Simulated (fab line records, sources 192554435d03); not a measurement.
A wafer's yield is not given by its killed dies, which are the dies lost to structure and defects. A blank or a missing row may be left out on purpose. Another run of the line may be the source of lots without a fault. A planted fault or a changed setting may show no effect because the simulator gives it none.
Chamber matching ; flow n5-finfet ; N5_BEOL_M3_DESCUM_16 on rie-diel-06: 4 sister chambers
The step chemistry O2, time 7 s. 4 wafers are shown with their chamber, then 10 later ones without.

WAFERS PAIRED WITH THEIR CHAMBERS
wafer;chamber;showerhead-plenum-p-Torr (Torr)
L085.1;2;2.02
L085.5;1;2.10
L088.1;0;2.18
L088.2;3;2.01

WAFERS WITH NO CHAMBER GIVEN
wafer;showerhead-plenum-p-Torr (Torr)
L088.5;2.10
L091.2;2.02
L091.3;2.18
L091.5;2.02
L092.1;2.00
L092.4;2.10
L092.6;2.10
L097.3;2.09
L097.4;2.18
L097.6;2.18

EACH ONE'S CHAMBER
wafer;from the rows above;in truth
L088.5;1;1
L091.2;2;2
L091.3;0;0
L091.5;2;2
L092.1;3;3
L092.4;1;1
L092.6;1;1
L097.3;1;1
L097.4;0;0
L097.6;0;0
Placed correctly: 10 of 10. Not placeable from these rows: 0. Wrongly placed: 0.
How it was worked out, from the rows above alone: a wafer's distance from a chamber is the root of the sum, over the readings, of the square of ((its reading less the chamber's mean) divided by the reading's scatter). The wafer belongs to the nearest chamber; if the next one is less than 2 further off, it can't be placed. A chamber's mean is the mean of its shown wafers. The scatter (one wafer shown for each chamber): square how far every hidden wafer sits from the nearest shown wafer, average those squares and take the square root.
